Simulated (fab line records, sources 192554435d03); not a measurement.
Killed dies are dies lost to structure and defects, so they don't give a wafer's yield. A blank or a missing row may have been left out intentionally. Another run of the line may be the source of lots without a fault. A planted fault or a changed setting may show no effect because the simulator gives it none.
Which tool is to blame? || flow n5-finfet || 22 lots with 66 wafers sampled at 4 steps, on a route of 1938 steps

== WHAT EACH GAUGE READ, for each wafer ==
N5_MOL_CONTACT_COAG_INSPECT_57: inspects for defects (brightfield).
{"lot": "L074", "measured": "day 5 06:56", "on": "defect-inspect-02", "raw-defect-count": "202 131 106"}
{"lot": "L075", "measured": "day 5 08:26", "on": "defect-inspect-02", "raw-defect-count": "203 134 197"}
{"lot": "L076", "measured": "day 5 15:12", "on": "defect-inspect-01", "raw-defect-count": "149 137 192"}
{"lot": "L079", "measured": "day 6 09:38", "on": "defect-inspect-01", "raw-defect-count": "267 190 307"}
{"lot": "L080", "measured": "day 6 18:43", "on": "defect-inspect-02", "raw-defect-count": "152 237 155"}
{"lot": "L081", "measured": "day 6 19:22", "on": "defect-inspect-01", "raw-defect-count": "202 189 172"}
{"lot": "L082", "measured": "day 7 06:07", "on": "defect-inspect-02", "raw-defect-count": "155 237 159"}
{"lot": "L083", "measured": "day 7 09:52", "on": "defect-inspect-02", "raw-defect-count": "159 322 249"}
{"lot": "L084", "measured": "day 7 12:43", "on": "defect-inspect-02", "raw-defect-count": "187 199 166"}
{"lot": "L085", "measured": "day 7 20:24", "on": "defect-inspect-02", "raw-defect-count": "86 182 114"}
{"lot": "L086", "measured": "day 8 01:07", "on": "defect-inspect-02", "raw-defect-count": "190 190 148"}
{"lot": "L087", "measured": "day 8 07:02", "on": "defect-inspect-02", "raw-defect-count": "97 144 155"}
{"lot": "L088", "measured": "day 8 13:57", "on": "defect-inspect-01", "raw-defect-count": "235 221 213"}
{"lot": "L089", "measured": "day 8 20:33", "on": "defect-inspect-02", "raw-defect-count": "165 129 142"}
{"lot": "L090", "measured": "day 9 01:39", "on": "defect-inspect-02", "raw-defect-count": "200 251 200"}
{"lot": "L091", "measured": "day 9 07:41", "on": "defect-inspect-02", "raw-defect-count": "177 194 143"}
{"lot": "L092", "measured": "day 9 14:39", "on": "defect-inspect-02", "raw-defect-count": "205 152 208"}
{"lot": "L093", "measured": "day 9 21:52", "on": "defect-inspect-02", "raw-defect-count": "151 301 125"}
{"lot": "L094", "measured": "day 10 04:16", "on": "defect-inspect-01", "raw-defect-count": "167 158 199"}
{"lot": "L095", "measured": "day 10 05:23", "on": "defect-inspect-01", "raw-defect-count": "134 159 109"}
{"lot": "L096", "measured": "day 10 18:57", "on": "defect-inspect-01", "raw-defect-count": "260 137 149"}
{"lot": "L097", "measured": "day 11 02:34", "on": "defect-inspect-01", "raw-defect-count": "232 188 163"}

N5_BEOL_M0_SAQP_THK_MEAS_05.
{"lot": "L074", "measured": "day 5 15:05", "on": "film-metro-01", "thk-nm (nm)": "59.0 59.6 60.5"}
{"lot": "L075", "measured": "day 5 17:33", "on": "film-metro-02", "thk-nm (nm)": "58.9 60.5 59.4"}
{"lot": "L076", "measured": "day 5 22:26", "on": "film-metro-02", "thk-nm (nm)": "59.9 60.0 60.8"}
{"lot": "L079", "measured": "day 6 17:58", "on": "film-metro-02", "thk-nm (nm)": "59.4 61.0 61.1"}
{"lot": "L080", "measured": "day 7 02:43", "on": "film-metro-02", "thk-nm (nm)": "58.1 58.4 58.1"}
{"lot": "L081", "measured": "day 7 06:06", "on": "film-metro-02", "thk-nm (nm)": "60.2 59.6 60.7"}
{"lot": "L082", "measured": "day 7 14:03", "on": "film-metro-02", "thk-nm (nm)": "58.8 59.2 58.9"}
{"lot": "L083", "measured": "day 7 17:59", "on": "film-metro-02", "thk-nm (nm)": "59.2 60.1 60.1"}
{"lot": "L084", "measured": "day 7 21:39", "on": "film-metro-02", "thk-nm (nm)": "59.1 60.2 60.5"}
{"lot": "L085", "measured": "day 8 05:47", "on": "film-metro-02", "thk-nm (nm)": "57.4 59.3 59.8"}
{"lot": "L086", "measured": "day 8 09:22", "on": "film-metro-01", "thk-nm (nm)": "58.9 59.0 59.3"}
{"lot": "L087", "measured": "day 8 15:23", "on": "film-metro-01", "thk-nm (nm)": "59.4 59.0 59.5"}
{"lot": "L088", "measured": "day 8 22:37", "on": "film-metro-01", "thk-nm (nm)": "57.3 56.6 58.5"}
{"lot": "L089", "measured": "day 9 04:46", "on": "film-metro-01", "thk-nm (nm)": "60.7 58.5 59.7"}
{"lot": "L090", "measured": "day 9 11:08", "on": "film-metro-01", "thk-nm (nm)": "58.5 59.1 60.2"}
{"lot": "L091", "measured": "day 9 15:25", "on": "film-metro-02", "thk-nm (nm)": "60.7 60.1 60.9"}
{"lot": "L092", "measured": "day 10 19:01", "on": "film-metro-02", "thk-nm (nm)": "59.6 59.1 59.2"}
{"lot": "L093", "measured": "day 10 19:18", "on": "film-metro-01", "thk-nm (nm)": "59.3 60.4 60.3"}
{"lot": "L094", "measured": "day 10 19:40", "on": "film-metro-02", "thk-nm (nm)": "59.9 60.3 62.6"}
{"lot": "L095", "measured": "day 10 19:55", "on": "film-metro-02", "thk-nm (nm)": "60.2 59.6 61.2"}
{"lot": "L096", "measured": "day 11 01:59", "on": "film-metro-02", "thk-nm (nm)": "60.5 60.7 61.7"}
{"lot": "L097", "measured": "day 11 10:13", "on": "film-metro-02", "thk-nm (nm)": "57.6 57.7 58.5"}

== WHICH TOOL RAN EACH LOT (tool, then ch and the chambers of the sampled wafers, then the start) ==
{"lot": "L074", "N5_MOL_CONTACT_COAG_DESCUM_88": "rie-diel-06 ch 1,2, day 5 07:02", "N5_MOL_CONTACT_COAG_ETCHBACK_136": "rie-diel-04 ch 1,2, day 5 09:14"}
{"lot": "L075", "N5_MOL_CONTACT_COAG_DESCUM_88": "rie-diel-05 ch 0,1, day 5 08:28", "N5_MOL_CONTACT_COAG_ETCHBACK_136": "rie-diel-05 ch 2,3, day 5 10:28"}
{"lot": "L076", "N5_MOL_CONTACT_COAG_DESCUM_88": "rie-diel-04 ch 0,1, day 5 15:14", "N5_MOL_CONTACT_COAG_ETCHBACK_136": "rie-diel-04 ch 1,2,3, day 5 17:05"}
{"lot": "L079", "N5_MOL_CONTACT_COAG_DESCUM_88": "rie-diel-05 ch 1,2,3, day 6 09:54", "N5_MOL_CONTACT_COAG_ETCHBACK_136": "rie-diel-06 ch 0,3, day 6 11:44"}
{"lot": "L080", "N5_MOL_CONTACT_COAG_DESCUM_88": "rie-diel-05 ch 0,1,2, day 6 18:45", "N5_MOL_CONTACT_COAG_ETCHBACK_136": "rie-diel-04 ch 1,2,3, day 6 20:55"}
{"lot": "L081", "N5_MOL_CONTACT_COAG_DESCUM_88": "rie-diel-05 ch 0,2, day 6 19:26", "N5_MOL_CONTACT_COAG_ETCHBACK_136": "rie-diel-06 ch 0,2, day 6 21:35"}
{"lot": "L082", "N5_MOL_CONTACT_COAG_DESCUM_88": "rie-diel-04 ch 1,2,3, day 7 06:13", "N5_MOL_CONTACT_COAG_ETCHBACK_136": "rie-diel-04 ch 1,2,3, day 7 08:26"}
{"lot": "L083", "N5_MOL_CONTACT_COAG_DESCUM_88": "rie-diel-05 ch 1,2,3, day 7 09:54", "N5_MOL_CONTACT_COAG_ETCHBACK_136": "rie-diel-05 ch 2,3, day 7 12:14"}
{"lot": "L084", "N5_MOL_CONTACT_COAG_DESCUM_88": "rie-diel-05 ch 1,3, day 7 12:46", "N5_MOL_CONTACT_COAG_ETCHBACK_136": "rie-diel-05 ch 1,2,3, day 7 15:28"}
{"lot": "L085", "N5_MOL_CONTACT_COAG_DESCUM_88": "rie-diel-05 ch 0,2, day 7 20:26", "N5_MOL_CONTACT_COAG_ETCHBACK_136": "rie-diel-05 ch 1,2,3, day 7 22:47"}
{"lot": "L086", "N5_MOL_CONTACT_COAG_DESCUM_88": "rie-diel-04 ch 0,1, day 8 01:15", "N5_MOL_CONTACT_COAG_ETCHBACK_136": "rie-diel-05 ch 0,2, day 8 03:16"}
{"lot": "L087", "N5_MOL_CONTACT_COAG_DESCUM_88": "rie-diel-06 ch 2,3, day 8 07:15", "N5_MOL_CONTACT_COAG_ETCHBACK_136": "rie-diel-06 ch 0,2,3, day 8 09:52"}
{"lot": "L088", "N5_MOL_CONTACT_COAG_DESCUM_88": "rie-diel-04 ch 0,2,3, day 8 13:59", "N5_MOL_CONTACT_COAG_ETCHBACK_136": "rie-diel-06 ch 0,1, day 8 17:28"}
{"lot": "L089", "N5_MOL_CONTACT_COAG_DESCUM_88": "rie-diel-04 ch 0,2,3, day 8 20:35", "N5_MOL_CONTACT_COAG_ETCHBACK_136": "rie-diel-05 ch 0,1,2, day 8 23:10"}
{"lot": "L090", "N5_MOL_CONTACT_COAG_DESCUM_88": "rie-diel-06 ch 0,1, day 9 02:31", "N5_MOL_CONTACT_COAG_ETCHBACK_136": "rie-diel-04 ch 0,2, day 9 04:44"}
{"lot": "L091", "N5_MOL_CONTACT_COAG_DESCUM_88": "rie-diel-04 ch 0,1,2, day 9 07:43", "N5_MOL_CONTACT_COAG_ETCHBACK_136": "rie-diel-04 ch 0,2,3, day 9 09:24"}
{"lot": "L092", "N5_MOL_CONTACT_COAG_DESCUM_88": "rie-diel-06 ch 1,3, day 9 14:41", "N5_MOL_CONTACT_COAG_ETCHBACK_136": "rie-diel-04 ch 2,3, day 9 16:56"}
{"lot": "L093", "N5_MOL_CONTACT_COAG_DESCUM_88": "rie-diel-06 ch 1,2,3, day 9 21:54", "N5_MOL_CONTACT_COAG_ETCHBACK_136": "rie-diel-05 ch 0,1,3, day 9 23:43"}
{"lot": "L094", "N5_MOL_CONTACT_COAG_DESCUM_88": "rie-diel-04 ch 0,2,3, day 10 05:04", "N5_MOL_CONTACT_COAG_ETCHBACK_136": "rie-diel-06 ch 1,3, day 10 06:49"}
{"lot": "L095", "N5_MOL_CONTACT_COAG_DESCUM_88": "rie-diel-04 ch 0,2,3, day 10 05:50", "N5_MOL_CONTACT_COAG_ETCHBACK_136": "rie-diel-05 ch 1,2,3, day 10 07:35"}
{"lot": "L096", "N5_MOL_CONTACT_COAG_DESCUM_88": "rie-diel-04 ch 0,1,2, day 10 18:59", "N5_MOL_CONTACT_COAG_ETCHBACK_136": "rie-diel-05 ch 1,2,3, day 10 20:48"}
{"lot": "L097", "N5_MOL_CONTACT_COAG_DESCUM_88": "rie-diel-06 ch 0,1,2, day 11 02:35", "N5_MOL_CONTACT_COAG_ETCHBACK_136": "rie-diel-06 ch 0,1,3, day 11 04:44"}
- N5_MOL_CONTACT_COAG_DESCUM_88: chemistry O2, time 7 s.
- N5_MOL_CONTACT_COAG_ETCHBACK_136: etches SiO2 in CHF3, target depth 25 nm, time 16.7 s.

== WHAT THE TOOLS THEMSELVES READ (means of the sampled wafers that have a number; where no wafer has one, the mark that the record gives instead) ==
N5_MOL_CONTACT_COAG_DESCUM_88.
{"lot": "L074", "tool": "rie-diel-06", "drypump-motor-current-A (A)": 5.0, "oes-product-au (a.u.)": 0.79, "rf-vpp-V (V)": 244.2, "showerhead-plenum-p-Torr (Torr)": 2.18, "throttle-valve-pct (%)": 20.27}
{"lot": "L075", "tool": "rie-diel-05", "drypump-motor-current-A (A)": 5.1, "oes-product-au (a.u.)": 0.69, "rf-vpp-V (V)": 241.0, "showerhead-plenum-p-Torr (Torr)": 1.97, "throttle-valve-pct (%)": 20.71}
{"lot": "L076", "tool": "rie-diel-04", "drypump-motor-current-A (A)": 6.1, "oes-product-au (a.u.)": 0.72, "rf-vpp-V (V)": 244.5, "showerhead-plenum-p-Torr (Torr)": 2.17, "throttle-valve-pct (%)": 20.86}
{"lot": "L079", "tool": "rie-diel-05", "drypump-motor-current-A (A)": 5.6, "oes-product-au (a.u.)": 0.76, "rf-vpp-V (V)": 243.7, "showerhead-plenum-p-Torr (Torr)": 2.08, "throttle-valve-pct (%)": 20.45}
{"lot": "L080", "tool": "rie-diel-05", "drypump-motor-current-A (A)": 5.1, "oes-product-au (a.u.)": 0.75, "rf-vpp-V (V)": 241.9, "showerhead-plenum-p-Torr (Torr)": 2.03, "throttle-valve-pct (%)": 20.52}
{"lot": "L081", "tool": "rie-diel-05", "drypump-motor-current-A (A)": 5.1, "oes-product-au (a.u.)": 0.82, "rf-vpp-V (V)": 243.6, "showerhead-plenum-p-Torr (Torr)": 2.09, "throttle-valve-pct (%)": 20.32}
{"lot": "L082", "tool": "rie-diel-04", "drypump-motor-current-A (A)": 5.9, "oes-product-au (a.u.)": 0.71, "rf-vpp-V (V)": 242.9, "showerhead-plenum-p-Torr (Torr)": 2.07, "throttle-valve-pct (%)": 20.80}
{"lot": "L083", "tool": "rie-diel-05", "drypump-motor-current-A (A)": 5.6, "oes-product-au (a.u.)": 0.86, "rf-vpp-V (V)": 242.9, "showerhead-plenum-p-Torr (Torr)": 2.08, "throttle-valve-pct (%)": 20.35}
{"lot": "L084", "tool": "rie-diel-05", "drypump-motor-current-A (A)": 5.6, "oes-product-au (a.u.)": 0.78, "rf-vpp-V (V)": 241.9, "showerhead-plenum-p-Torr (Torr)": 2.02, "throttle-valve-pct (%)": 20.56}
{"lot": "L085", "tool": "rie-diel-05", "drypump-motor-current-A (A)": 5.1, "oes-product-au (a.u.)": 0.82, "rf-vpp-V (V)": 242.5, "showerhead-plenum-p-Torr (Torr)": 2.08, "throttle-valve-pct (%)": 20.33}
{"lot": "L086", "tool": "rie-diel-04", "drypump-motor-current-A (A)": 6.4, "oes-product-au (a.u.)": 0.72, "rf-vpp-V (V)": 244.2, "showerhead-plenum-p-Torr (Torr)": 2.16, "throttle-valve-pct (%)": 20.58}
{"lot": "L087", "tool": "rie-diel-06", "drypump-motor-current-A (A)": 5.6, "oes-product-au (a.u.)": 0.81, "rf-vpp-V (V)": 244.5, "showerhead-plenum-p-Torr (Torr)": 2.15, "throttle-valve-pct (%)": 20.36}
{"lot": "L088", "tool": "rie-diel-04", "drypump-motor-current-A (A)": 6.1, "oes-product-au (a.u.)": 0.83, "rf-vpp-V (V)": 242.4, "showerhead-plenum-p-Torr (Torr)": 2.07, "throttle-valve-pct (%)": 20.37}
{"lot": "L089", "tool": "rie-diel-04", "drypump-motor-current-A (A)": 6.2, "oes-product-au (a.u.)": 0.82, "rf-vpp-V (V)": 242.4, "showerhead-plenum-p-Torr (Torr)": 2.07, "throttle-valve-pct (%)": 20.38}
{"lot": "L090", "tool": "rie-diel-06", "drypump-motor-current-A (A)": 5.7, "oes-product-au (a.u.)": 0.68, "rf-vpp-V (V)": 242.2, "showerhead-plenum-p-Torr (Torr)": 2.04, "throttle-valve-pct (%)": 20.66}
{"lot": "L091", "tool": "rie-diel-04", "drypump-motor-current-A (A)": 6.1, "oes-product-au (a.u.)": 0.80, "rf-vpp-V (V)": 244.1, "showerhead-plenum-p-Torr (Torr)": 2.12, "throttle-valve-pct (%)": 20.58}
{"lot": "L092", "tool": "rie-diel-06", "drypump-motor-current-A (A)": 5.2, "oes-product-au (a.u.)": 0.73, "rf-vpp-V (V)": 242.4, "showerhead-plenum-p-Torr (Torr)": 2.06, "throttle-valve-pct (%)": 20.42}
{"lot": "L093", "tool": "rie-diel-06", "drypump-motor-current-A (A)": 5.3, "oes-product-au (a.u.)": 0.76, "rf-vpp-V (V)": 243.5, "showerhead-plenum-p-Torr (Torr)": 2.12, "throttle-valve-pct (%)": 20.38}
{"lot": "L094", "tool": "rie-diel-04", "drypump-motor-current-A (A)": 6.2, "oes-product-au (a.u.)": 0.82, "rf-vpp-V (V)": 242.6, "showerhead-plenum-p-Torr (Torr)": 2.06, "throttle-valve-pct (%)": 20.39}
{"lot": "L095", "tool": "rie-diel-04", "drypump-motor-current-A (A)": 6.2, "oes-product-au (a.u.)": 0.81, "rf-vpp-V (V)": 242.8, "showerhead-plenum-p-Torr (Torr)": 2.06, "throttle-valve-pct (%)": 20.40}
{"lot": "L096", "tool": "rie-diel-04", "drypump-motor-current-A (A)": 6.1, "oes-product-au (a.u.)": 0.87, "rf-vpp-V (V)": 243.3, "showerhead-plenum-p-Torr (Torr)": 2.11, "throttle-valve-pct (%)": 20.43}
{"lot": "L097", "tool": "rie-diel-06", "drypump-motor-current-A (A)": 5.4, "oes-product-au (a.u.)": 0.81, "rf-vpp-V (V)": 242.9, "showerhead-plenum-p-Torr (Torr)": 2.10, "throttle-valve-pct (%)": 20.37}

N5_MOL_CONTACT_COAG_ETCHBACK_136.
{"lot": "L074", "tool": "rie-diel-04", "CHF3_flow_sccm (sccm)": 49.92, "drypump-motor-current-A (A)": 5.8, "oes-product-au (a.u.)": 0.71, "rf-vpp-V (V)": 523, "showerhead-plenum-p-Torr (Torr)": 2.42, "throttle-valve-pct (%)": 19.2}
{"lot": "L075", "tool": "rie-diel-05", "CHF3_flow_sccm (sccm)": 50.04, "drypump-motor-current-A (A)": 6.0, "oes-product-au (a.u.)": 0.77, "rf-vpp-V (V)": 534, "showerhead-plenum-p-Torr (Torr)": 2.43, "throttle-valve-pct (%)": 18.7}
{"lot": "L076", "tool": "rie-diel-04", "CHF3_flow_sccm (sccm)": 49.96, "drypump-motor-current-A (A)": 5.9, "oes-product-au (a.u.)": 0.73, "rf-vpp-V (V)": 532, "showerhead-plenum-p-Torr (Torr)": 2.37, "throttle-valve-pct (%)": 19.1}
{"lot": "L079", "tool": "rie-diel-06", "CHF3_flow_sccm (sccm)": 49.89, "drypump-motor-current-A (A)": 6.0, "oes-product-au (a.u.)": 0.77, "rf-vpp-V (V)": 537, "showerhead-plenum-p-Torr (Torr)": 2.38, "throttle-valve-pct (%)": 18.8}
{"lot": "L080", "tool": "rie-diel-04", "CHF3_flow_sccm (sccm)": 49.85, "drypump-motor-current-A (A)": 5.9, "oes-product-au (a.u.)": 0.72, "rf-vpp-V (V)": 531, "showerhead-plenum-p-Torr (Torr)": 2.37, "throttle-valve-pct (%)": 19.1}
{"lot": "L081", "tool": "rie-diel-06", "CHF3_flow_sccm (sccm)": 50.00, "drypump-motor-current-A (A)": 5.9, "oes-product-au (a.u.)": 0.74, "rf-vpp-V (V)": 524, "showerhead-plenum-p-Torr (Torr)": 2.40, "throttle-valve-pct (%)": 18.9}
{"lot": "L082", "tool": "rie-diel-04", "CHF3_flow_sccm (sccm)": 50.08, "drypump-motor-current-A (A)": 5.9, "oes-product-au (a.u.)": 0.72, "rf-vpp-V (V)": 531, "showerhead-plenum-p-Torr (Torr)": 2.37, "throttle-valve-pct (%)": 19.1}
{"lot": "L083", "tool": "rie-diel-05", "CHF3_flow_sccm (sccm)": 50.03, "drypump-motor-current-A (A)": 6.0, "oes-product-au (a.u.)": 0.95, "rf-vpp-V (V)": 535, "showerhead-plenum-p-Torr (Torr)": 2.42, "throttle-valve-pct (%)": 18.4}
{"lot": "L084", "tool": "rie-diel-05", "CHF3_flow_sccm (sccm)": 49.96, "drypump-motor-current-A (A)": 5.6, "oes-product-au (a.u.)": 0.84, "rf-vpp-V (V)": 529, "showerhead-plenum-p-Torr (Torr)": 2.35, "throttle-valve-pct (%)": 18.6}
{"lot": "L085", "tool": "rie-diel-05", "CHF3_flow_sccm (sccm)": 49.88, "drypump-motor-current-A (A)": 5.6, "oes-product-au (a.u.)": 0.84, "rf-vpp-V (V)": 529, "showerhead-plenum-p-Torr (Torr)": 2.35, "throttle-valve-pct (%)": 18.6}
{"lot": "L086", "tool": "rie-diel-05", "CHF3_flow_sccm (sccm)": 50.09, "drypump-motor-current-A (A)": 5.1, "oes-product-au (a.u.)": 0.80, "rf-vpp-V (V)": 523, "showerhead-plenum-p-Torr (Torr)": 2.35, "throttle-valve-pct (%)": 18.5}
{"lot": "L087", "tool": "rie-diel-06", "CHF3_flow_sccm (sccm)": 49.96, "drypump-motor-current-A (A)": 5.7, "oes-product-au (a.u.)": 0.76, "rf-vpp-V (V)": 534, "showerhead-plenum-p-Torr (Torr)": 2.42, "throttle-valve-pct (%)": 18.8}
{"lot": "L088", "tool": "rie-diel-06", "CHF3_flow_sccm (sccm)": 50.03, "drypump-motor-current-A (A)": 5.7, "oes-product-au (a.u.)": 0.69, "rf-vpp-V (V)": 512, "showerhead-plenum-p-Torr (Torr)": 2.34, "throttle-valve-pct (%)": 19.1}
{"lot": "L089", "tool": "rie-diel-05", "CHF3_flow_sccm (sccm)": 49.98, "drypump-motor-current-A (A)": 5.1, "oes-product-au (a.u.)": 0.85, "rf-vpp-V (V)": 528, "showerhead-plenum-p-Torr (Torr)": 2.39, "throttle-valve-pct (%)": 18.6}
{"lot": "L090", "tool": "rie-diel-04", "CHF3_flow_sccm (sccm)": 49.96, "drypump-motor-current-A (A)": 6.0, "oes-product-au (a.u.)": 0.88, "rf-vpp-V (V)": 545, "showerhead-plenum-p-Torr (Torr)": 2.36, "throttle-valve-pct (%)": 18.6}
{"lot": "L091", "tool": "rie-diel-04", "CHF3_flow_sccm (sccm)": 50.04, "drypump-motor-current-A (A)": 6.2, "oes-product-au (a.u.)": 0.82, "rf-vpp-V (V)": 543, "showerhead-plenum-p-Torr (Torr)": 2.36, "throttle-valve-pct (%)": 18.8}
{"lot": "L092", "tool": "rie-diel-04", "CHF3_flow_sccm (sccm)": 50.02, "drypump-motor-current-A (A)": 6.0, "oes-product-au (a.u.)": 0.82, "rf-vpp-V (V)": 540, "showerhead-plenum-p-Torr (Torr)": 2.32, "throttle-valve-pct (%)": 18.9}
{"lot": "L093", "tool": "rie-diel-05", "CHF3_flow_sccm (sccm)": 49.92, "drypump-motor-current-A (A)": 5.5, "oes-product-au (a.u.)": 0.97, "rf-vpp-V (V)": 538, "showerhead-plenum-p-Torr (Torr)": 2.50, "throttle-valve-pct (%)": 18.7}
{"lot": "L094", "tool": "rie-diel-06", "CHF3_flow_sccm (sccm)": 49.94, "drypump-motor-current-A (A)": 5.5, "oes-product-au (a.u.)": 0.76, "rf-vpp-V (V)": 535, "showerhead-plenum-p-Torr (Torr)": 2.37, "throttle-valve-pct (%)": 18.7}
{"lot": "L095", "tool": "rie-diel-05", "CHF3_flow_sccm (sccm)": 49.87, "drypump-motor-current-A (A)": 5.6, "oes-product-au (a.u.)": 0.90, "rf-vpp-V (V)": 531, "showerhead-plenum-p-Torr (Torr)": 2.44, "throttle-valve-pct (%)": 18.5}
{"lot": "L096", "tool": "rie-diel-05", "CHF3_flow_sccm (sccm)": 49.93, "drypump-motor-current-A (A)": 5.6, "oes-product-au (a.u.)": 0.89, "rf-vpp-V (V)": 532, "showerhead-plenum-p-Torr (Torr)": 2.44, "throttle-valve-pct (%)": 18.5}
{"lot": "L097", "tool": "rie-diel-06", "CHF3_flow_sccm (sccm)": 49.86, "drypump-motor-current-A (A)": 5.6, "oes-product-au (a.u.)": 0.82, "rf-vpp-V (V)": 523, "showerhead-plenum-p-Torr (Torr)": 2.35, "throttle-valve-pct (%)": 18.8}

== THE ANSWER, worked out from the rows above alone ==
Rule: the usual values come from the lots themselves. The widest of any qualifying gaps counts: lots, ordered by their means at a reading, are off when they make up no more than a third of the lots, leave a main group of 4 or more, and stand apart from it by 3 or more times the standard deviation of that group's means. Not used: any main group whose means are identical at the precision the tables above print for the reading. Also off: a lot with no number at a reading for which 4 or more lots have one. The other lots that the step has rows for count as sound. The gauges are gone through in route order, then the tools' own readings, and for those a lot's mean is taken as printed above. The first step at which some lot is off is used, and at that step the reading that is off furthest; a lot without a number counts as furthest.
No lot is off on any of the readings shown, so nothing can be concluded from this.

== WHAT HAD BEEN PUT IN BY THE SIMULATOR ==
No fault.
